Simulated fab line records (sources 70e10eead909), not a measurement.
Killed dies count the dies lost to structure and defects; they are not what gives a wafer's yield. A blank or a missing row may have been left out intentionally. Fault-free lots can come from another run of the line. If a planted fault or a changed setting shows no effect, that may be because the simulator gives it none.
Code-filled problem report in 8D (eight disciplines) form    flow nand_harc    the parts of the form that need people (team, actions taken, sign-off) are left out

## 1. WHAT WENT WRONG
Mean of thk_nm at NHARC_A_ONON_D2_THK_MEAS_05: 1406 nm across 6 wafers in 2 lots; on wafers with no fault it is 996 nm (standard deviation 8.7). That puts it +47 standard deviations away from the usual mean.
The step: measures by ellipsometry.
First observed at day 13 21:51: wafer L379.1, on film_metro-01. Wafers with a number at this step in the record: 42, from 14 lots. The rule behind "out" and "out of limits": a value lying over 4 standard deviations away from the usual mean. Any other wafer with a number is counted as sound.

## 2. WHAT IT IS, WHAT IT ISN'T
question                     is                      is not
which readings at this step  thk_nm                  -
which lots                   L379, L380              L375, L387, L388, L389, L390, L391, L392, L393, L395, L396, L397, L398
which wafers of those lots   all that have a number  -
read on which gauges         film_metro-01           film_metro-02
when                         from day 13 21:51       up to then (3 sound wafers); but 33 sound wafers of L387, L388, L389, L390, L391, L392, L393, L395, L396, L397, L398 came after

## 3. THE SUSPECTS, EACH WITH WHAT RULES IT OUT
Counting: any tool at a process step up to the reading is kept as a suspect provided that every lot that is out went through it and no sound lot did after the first of them.
- the gauge at NHARC_A_ONON_D2_THK_MEAS_05 is ruled out. All the wafers that are out were read on film_metro-01, but those of them that NHARC_END_SORT_01 has rows for are out there too, on other tools.
- pecvd_onon-04 at NHARC_A_ONON_D2_DEP_03 (target thk 1000 nm): ruled out as a lasting fault. Sound lots L392, L393 ran on it after its first lot that is out, L379 (day 13 21:20).
Left after counting: nothing in the record.

## 4. THE CAUSE (what the simulator had put in)
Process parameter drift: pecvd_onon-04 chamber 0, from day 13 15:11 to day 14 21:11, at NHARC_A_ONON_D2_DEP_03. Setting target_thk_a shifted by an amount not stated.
The count ruled it out by mistake, since the rule takes a fault to strike every lot its tool runs from the start of the fault on, and this one did not do so.

## 5. THE CHAIN OF EFFECTS, in route order
Each row: a reading where the mean over the struck wafers with a number is more than 3 standard deviations away from the usual. Scope: only readings with a usual standard deviation given in the record; hours: median across lots of the time from each lot's start at the first step in this table that gives one to its start at this step; sigmas: change in usual standard deviations.
hours  step                         reading          usual   on struck wafers  change  sigmas
0      NHARC_A_ONON_D2_THK_MEAS_05  thk_nm           996 nm  1406              +410    +47
279    NHARC_END_SORT_01            killed_at_array  49      674               +625    +35
279    NHARC_END_SORT_01            killed_dies      54      677               +623    +33

## 6. WHAT WOULD HAVE CAUGHT IT SOONER
In this record the first reading out of limits at a measuring or inspecting step was taken at day 13 21:51, 7 hours after the fault began at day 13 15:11.
An alarm limit of 4 standard deviations would not have fired on the tool readings at NHARC_A_ONON_D2_DEP_03 for which the record gives a usual standard deviation, since none of them was out on any struck wafer.
